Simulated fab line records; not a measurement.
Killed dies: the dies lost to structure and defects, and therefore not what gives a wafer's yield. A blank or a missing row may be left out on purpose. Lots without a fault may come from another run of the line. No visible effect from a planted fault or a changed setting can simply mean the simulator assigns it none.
Which tool did it? / flow n5-finfet / 11 lots with 33 wafers sampled at 4 steps, on a route of 1938 steps

## WHAT EACH GAUGE READ, for each wafer
No reading from a measuring or inspecting step in the record can be judged against a usual standard deviation.

## EACH LOT AND THE TOOL THAT RAN IT (in order: tool; ch and the chambers of the sampled wafers; start)
lot=L611; N5_SDB_STRIP_22=plasma-asher-01 ch 0, day 3 21:34; N5_SDB_ETCH_25=rie-diel-06 ch 1,3, day 3 21:47; N5_SDB_CUT_ETCH_26=rie-si-04 ch 0,1,2, day 3 21:52; N5_SDB_CMP_30=cmp-04 ch 0,1, day 4 00:47
lot=L614; N5_SDB_STRIP_22=plasma-asher-01 ch 1, day 4 14:52; N5_SDB_ETCH_25=rie-diel-06 ch 1,2,3, day 4 15:05; N5_SDB_CUT_ETCH_26=rie-si-03 ch 1,3, day 4 15:10; N5_SDB_CMP_30=cmp-02 ch 2,3, day 4 18:09
lot=L619; N5_SDB_STRIP_22=plasma-asher-02 ch 0,1, day 5 19:57; N5_SDB_ETCH_25=rie-diel-01 ch 2,3, day 5 20:18; N5_SDB_CUT_ETCH_26=rie-si-03 ch 0,1, day 5 20:23; N5_SDB_CMP_30=cmp-02 ch 1,2, day 5 23:19
lot=L621; N5_SDB_STRIP_22=plasma-asher-01 ch 0,1, day 6 08:57; N5_SDB_ETCH_25=rie-diel-05 ch 1,2, day 6 09:07; N5_SDB_CUT_ETCH_26=rie-si-03 ch 0,1,2, day 6 09:13; N5_SDB_CMP_30=cmp-04 ch 0,2,3, day 6 12:37
lot=L622; N5_SDB_STRIP_22=plasma-asher-01 ch 0, day 6 11:56; N5_SDB_ETCH_25=rie-diel-05 ch 0,1,2, day 6 12:09; N5_SDB_CUT_ETCH_26=rie-si-04 ch 2,3, day 6 12:14; N5_SDB_CMP_30=cmp-03 ch 0,1, day 6 15:17
lot=L624; N5_SDB_STRIP_22=plasma-asher-01 ch 0,1, day 7 01:18; N5_SDB_ETCH_25=rie-diel-05 ch 0,2, day 7 01:34; N5_SDB_CUT_ETCH_26=rie-si-03 ch 0,3, day 7 01:40; N5_SDB_CMP_30=cmp-04 ch 0,2,3, day 7 04:35
lot=L627; N5_SDB_STRIP_22=plasma-asher-01 ch 0,1, day 7 22:28; N5_SDB_ETCH_25=rie-diel-01 ch 0,2,3, day 7 22:41; N5_SDB_CUT_ETCH_26=rie-si-04 ch 0,1, day 7 22:46; N5_SDB_CMP_30=cmp-02 ch 0,1,3, day 8 01:46
lot=L629; N5_SDB_STRIP_22=plasma-asher-01 ch 0,1, day 8 07:31; N5_SDB_ETCH_25=rie-diel-06 ch 0,1,2, day 8 07:44; N5_SDB_CUT_ETCH_26=rie-si-04 ch 0,2, day 8 07:49; N5_SDB_CMP_30=cmp-03 ch 0,2,3, day 8 10:47
lot=L630; N5_SDB_STRIP_22=plasma-asher-01 ch 0, day 8 14:19; N5_SDB_ETCH_25=rie-diel-05 ch 1,2,3, day 8 14:32; N5_SDB_CUT_ETCH_26=rie-si-03 ch 0,1,2, day 8 14:38; N5_SDB_CMP_30=cmp-03 ch 0,3, day 8 17:43
lot=L633; N5_SDB_STRIP_22=plasma-asher-01 ch 0,1, day 9 07:56; N5_SDB_ETCH_25=rie-diel-01 ch 0,1, day 9 08:11; N5_SDB_CUT_ETCH_26=rie-si-01 ch 0,3, day 9 08:16; N5_SDB_CMP_30=cmp-02 ch 0,1,3, day 9 11:14
lot=L634; N5_SDB_STRIP_22=plasma-asher-01 ch 0, day 9 14:04; N5_SDB_ETCH_25=rie-diel-05 ch 1,3, day 9 14:17; N5_SDB_CUT_ETCH_26=rie-si-01 ch 0,1,2, day 9 14:22; N5_SDB_CMP_30=cmp-03 ch 0,1,2, day 9 17:17
- N5_SDB_STRIP_22: strips in N2/H2.
- N5_SDB_ETCH_25: etches SiO2 in C4F6/O2, target depth 10 nm, time 3.3 s.
- N5_SDB_CUT_ETCH_26: etches Si in HBr/Cl2/O2, target depth 129.6 nm, bt time 20 s, time 51.8 s.
- N5_SDB_CMP_30: polishes, stops on poly-Si, t overpolish 1.54 s, target thk 30 nm.

## AS READ BY THE TOOLS THEMSELVES (means over the sampled wafers that have a number; for cases with no such wafer, the mark the record gives instead)
N5_SDB_STRIP_22.
lot=L611; tool=plasma-asher-01; drypump-motor-current-A (A)=5.36; h2-flow-sccm (sccm)=3253; heater-power-w (W)=351; n2-flow-sccm (sccm)=1740; oes-product-au (a.u.)=0.714; strip-time-to-endpoint-s (s)=95.8
lot=L614; tool=plasma-asher-01; drypump-motor-current-A (A)=5.87; h2-flow-sccm (sccm)=3239; heater-power-w (W)=308; n2-flow-sccm (sccm)=1753; oes-product-au (a.u.)=0.713; strip-time-to-endpoint-s (s)=96.6
lot=L619; tool=plasma-asher-02; drypump-motor-current-A (A)=5.63; h2-flow-sccm (sccm)=3241; heater-power-w (W)=328; n2-flow-sccm (sccm)=1749; oes-product-au (a.u.)=0.720; strip-time-to-endpoint-s (s)=96.7
lot=L621; tool=plasma-asher-01; drypump-motor-current-A (A)=5.52; h2-flow-sccm (sccm)=3256; heater-power-w (W)=339; n2-flow-sccm (sccm)=1755; oes-product-au (a.u.)=0.716; strip-time-to-endpoint-s (s)=96.4
lot=L622; tool=plasma-asher-01; drypump-motor-current-A (A)=5.35; h2-flow-sccm (sccm)=3252; heater-power-w (W)=353; n2-flow-sccm (sccm)=1748; oes-product-au (a.u.)=0.715; strip-time-to-endpoint-s (s)=96.5
lot=L624; tool=plasma-asher-01; drypump-motor-current-A (A)=5.70; h2-flow-sccm (sccm)=3247; heater-power-w (W)=328; n2-flow-sccm (sccm)=1751; oes-product-au (a.u.)=0.716; strip-time-to-endpoint-s (s)=96.1
lot=L627; tool=plasma-asher-01; drypump-motor-current-A (A)=5.71; h2-flow-sccm (sccm)=3238; heater-power-w (W)=326; n2-flow-sccm (sccm)=1746; oes-product-au (a.u.)=0.721; strip-time-to-endpoint-s (s)=96.2
lot=L629; tool=plasma-asher-01; drypump-motor-current-A (A)=-; h2-flow-sccm (sccm)=-; heater-power-w (W)=-; n2-flow-sccm (sccm)=-; oes-product-au (a.u.)=-; strip-time-to-endpoint-s (s)=-
lot=L630; tool=plasma-asher-01; drypump-motor-current-A (A)=-; h2-flow-sccm (sccm)=-; heater-power-w (W)=-; n2-flow-sccm (sccm)=-; oes-product-au (a.u.)=-; strip-time-to-endpoint-s (s)=-
lot=L633; tool=plasma-asher-01; drypump-motor-current-A (A)=5.53; h2-flow-sccm (sccm)=3255; heater-power-w (W)=341; n2-flow-sccm (sccm)=1751; oes-product-au (a.u.)=0.718; strip-time-to-endpoint-s (s)=96.7
lot=L634; tool=plasma-asher-01; drypump-motor-current-A (A)=5.37; h2-flow-sccm (sccm)=3248; heater-power-w (W)=350; n2-flow-sccm (sccm)=1749; oes-product-au (a.u.)=0.720; strip-time-to-endpoint-s (s)=96.2

N5_SDB_ETCH_25.
lot=L611; tool=rie-diel-06; drypump-motor-current-A (A)=5.1; oes-product-au (a.u.)=0.77; rf-vpp-V (V)=662; showerhead-plenum-p-Torr (Torr)=2.77; throttle-valve-pct (%)=21.51
lot=L614; tool=rie-diel-06; drypump-motor-current-A (A)=5.6; oes-product-au (a.u.)=0.73; rf-vpp-V (V)=663; showerhead-plenum-p-Torr (Torr)=2.74; throttle-valve-pct (%)=21.37
lot=L619; tool=rie-diel-01; drypump-motor-current-A (A)=5.6; oes-product-au (a.u.)=0.75; rf-vpp-V (V)=672; showerhead-plenum-p-Torr (Torr)=2.84; throttle-valve-pct (%)=21.04
lot=L621; tool=rie-diel-05; drypump-motor-current-A (A)=5.7; oes-product-au (a.u.)=0.70; rf-vpp-V (V)=673; showerhead-plenum-p-Torr (Torr)=2.86; throttle-valve-pct (%)=21.26
lot=L622; tool=rie-diel-05; drypump-motor-current-A (A)=5.8; oes-product-au (a.u.)=0.76; rf-vpp-V (V)=670; showerhead-plenum-p-Torr (Torr)=2.85; throttle-valve-pct (%)=21.06
lot=L624; tool=rie-diel-05; drypump-motor-current-A (A)=5.7; oes-product-au (a.u.)=0.74; rf-vpp-V (V)=675; showerhead-plenum-p-Torr (Torr)=2.88; throttle-valve-pct (%)=20.96
lot=L627; tool=rie-diel-01; drypump-motor-current-A (A)=5.5; oes-product-au (a.u.)=0.77; rf-vpp-V (V)=671; showerhead-plenum-p-Torr (Torr)=2.82; throttle-valve-pct (%)=21.08
lot=L629; tool=rie-diel-06; drypump-motor-current-A (A)=5.7; oes-product-au (a.u.)=0.73; rf-vpp-V (V)=660; showerhead-plenum-p-Torr (Torr)=2.78; throttle-valve-pct (%)=21.37
lot=L630; tool=rie-diel-05; drypump-motor-current-A (A)=5.8; oes-product-au (a.u.)=0.69; rf-vpp-V (V)=674; showerhead-plenum-p-Torr (Torr)=2.89; throttle-valve-pct (%)=21.33
lot=L633; tool=rie-diel-01; drypump-motor-current-A (A)=5.0; oes-product-au (a.u.)=0.76; rf-vpp-V (V)=670; showerhead-plenum-p-Torr (Torr)=2.79; throttle-valve-pct (%)=21.12
lot=L634; tool=rie-diel-05; drypump-motor-current-A (A)=6.0; oes-product-au (a.u.)=0.71; rf-vpp-V (V)=671; showerhead-plenum-p-Torr (Torr)=2.89; throttle-valve-pct (%)=21.51

N5_SDB_CUT_ETCH_26.
lot=L611; tool=rie-si-04; drypump-motor-current-A (A)=5.5; oes-product-au (a.u.)=0.999; throttle-valve-pct (%)=37.0
lot=L614; tool=rie-si-03; drypump-motor-current-A (A)=6.3; oes-product-au (a.u.)=1.002; throttle-valve-pct (%)=37.6
lot=L619; tool=rie-si-03; drypump-motor-current-A (A)=6.0; oes-product-au (a.u.)=0.983; throttle-valve-pct (%)=37.5
lot=L621; tool=rie-si-03; drypump-motor-current-A (A)=5.9; oes-product-au (a.u.)=0.996; throttle-valve-pct (%)=37.3
lot=L622; tool=rie-si-04; drypump-motor-current-A (A)=5.3; oes-product-au (a.u.)=1.000; throttle-valve-pct (%)=36.6
lot=L624; tool=rie-si-03; drypump-motor-current-A (A)=5.9; oes-product-au (a.u.)=1.000; throttle-valve-pct (%)=37.0
lot=L627; tool=rie-si-04; drypump-motor-current-A (A)=5.7; oes-product-au (a.u.)=1.013; throttle-valve-pct (%)=37.2
lot=L629; tool=rie-si-04; drypump-motor-current-A (A)=5.4; oes-product-au (a.u.)=1.001; throttle-valve-pct (%)=37.0
lot=L630; tool=rie-si-03; drypump-motor-current-A (A)=5.9; oes-product-au (a.u.)=0.988; throttle-valve-pct (%)=37.3
lot=L633; tool=rie-si-01; drypump-motor-current-A (A)=5.3; oes-product-au (a.u.)=0.987; throttle-valve-pct (%)=37.2
lot=L634; tool=rie-si-01; drypump-motor-current-A (A)=5.8; oes-product-au (a.u.)=1.016; throttle-valve-pct (%)=37.3

N5_SDB_CMP_30.
lot=L611; tool=cmp-04; motor-current-A (A)=14.2; overpolish-run-s (s)=1.532; slurry-flow-ml-min=149.8; time-to-endpoint-s (s)=16.6
lot=L614; tool=cmp-02; motor-current-A (A)=10.7; overpolish-run-s (s)=1.537; slurry-flow-ml-min=150.1; time-to-endpoint-s (s)=14.8
lot=L619; tool=cmp-02; motor-current-A (A)=10.7; overpolish-run-s (s)=1.538; slurry-flow-ml-min=150.0; time-to-endpoint-s (s)=17.4
lot=L621; tool=cmp-04; motor-current-A (A)=13.6; overpolish-run-s (s)=1.536; slurry-flow-ml-min=150.2; time-to-endpoint-s (s)=17.3
lot=L622; tool=cmp-03; motor-current-A (A)=11.8; overpolish-run-s (s)=1.544; slurry-flow-ml-min=149.3; time-to-endpoint-s (s)=15.5
lot=L624; tool=cmp-04; motor-current-A (A)=13.8; overpolish-run-s (s)=1.543; slurry-flow-ml-min=149.9; time-to-endpoint-s (s)=16.9
lot=L627; tool=cmp-02; motor-current-A (A)=11.3; overpolish-run-s (s)=1.540; slurry-flow-ml-min=150.4; time-to-endpoint-s (s)=17.4
lot=L629; tool=cmp-03; motor-current-A (A)=12.3; overpolish-run-s (s)=1.541; slurry-flow-ml-min=150.1; time-to-endpoint-s (s)=17.4
lot=L630; tool=cmp-03; motor-current-A (A)=13.2; overpolish-run-s (s)=1.543; slurry-flow-ml-min=150.3; time-to-endpoint-s (s)=20.5
lot=L633; tool=cmp-02; motor-current-A (A)=10.7; overpolish-run-s (s)=1.540; slurry-flow-ml-min=150.4; time-to-endpoint-s (s)=17.2
lot=L634; tool=cmp-03; motor-current-A (A)=11.9; overpolish-run-s (s)=1.536; slurry-flow-ml-min=149.7; time-to-endpoint-s (s)=20.6

## THE ANSWER, worked out from the rows above alone
Rule: the usual values come from the lots themselves. The widest of any qualifying gaps counts: lots, ordered by their means at a reading, are off when they make up no more than a third of the lots, leave a main group of 4 or more, and stand apart from it by 3 or more times the standard deviation of that group's means. Not used: any main group whose means are identical at the precision the tables above print for the reading. A lot without any number at a reading at which 4 lots or more have one is off too. Where the step has rows for the other lots, those lots are counted as sound. After the gauges, taken in route order, come the tools' own readings; for these a lot's mean is taken, as printed above. The first step at which some lot is off is used, and at that step the reading that is off furthest; a lot without a number counts as furthest.
Off, at N5_SDB_STRIP_22 on drypump-motor-current-A: L629, L630. Without a number there: L629, L630. Main group: mean 5.56 A, sd 0.17.
If a tool, at that step or one of the process steps before it, ran each lot that is off and ran no sound lot following the first of them, it fits. None of those tried fits.

## WHAT HAD BEEN PUT IN BY THE SIMULATOR
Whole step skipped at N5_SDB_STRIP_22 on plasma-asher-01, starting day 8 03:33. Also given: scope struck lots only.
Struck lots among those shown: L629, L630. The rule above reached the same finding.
